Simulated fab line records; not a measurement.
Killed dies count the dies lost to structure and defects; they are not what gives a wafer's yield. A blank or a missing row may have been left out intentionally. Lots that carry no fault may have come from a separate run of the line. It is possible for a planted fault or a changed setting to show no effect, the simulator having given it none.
Matching of chambers -- flow n5-finfet -- N5_BEOL_M7_ETCH_62 on rie-diel-02: 4 sister chambers
The step etches SOC in N2/H2, target depth 110 nm, overetch 22 nm, time 165 s. 4 wafers are shown with their chamber, then 8 later ones without.

== WAFERS, EACH WITH ITS CHAMBER ==
wafer,chamber,showerhead-plenum-p-Torr (Torr)
L079.2,0,2.39
L087.1,1,2.47
L090.6,2,2.44
L089.1,3,2.60

== WAFERS MISSING THEIR CHAMBER ==
wafer,showerhead-plenum-p-Torr (Torr)
L089.3,2.71
L089.6,2.47
L091.4,2.71
L091.5,2.44
L091.6,2.60
L094.4,2.60
L094.5,2.44
L094.6,2.47

== WHICH CHAMBER EACH WENT THROUGH ==
wafer,from the rows above,in truth
L089.3,3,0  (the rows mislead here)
L089.6,can't be placed: 1 or 2 or 0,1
L091.4,3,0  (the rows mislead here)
L091.5,can't be placed: 2 or 1 or 0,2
L091.6,3,3
L094.4,3,3
L094.5,can't be placed: 2 or 1 or 0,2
L094.6,can't be placed: 1 or 2 or 0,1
Correct placement for 2 of the 8. These rows do not allow placing 4 (true chamber among the candidates in 4). 2 placed wrongly.
How it was worked out, from the rows above alone: a wafer's distance from a chamber is the root of the sum, over the readings, of the square of ((its reading less the chamber's mean) divided by the reading's scatter). If the next closest chamber is less than 2 further off than the closest, the wafer can't be placed; otherwise it belongs to the closest. A chamber's mean is the mean of its shown wafers. The scatter: with one shown wafer a chamber, the root of the mean of the squares of how far each hidden wafer lies from its nearest shown one.
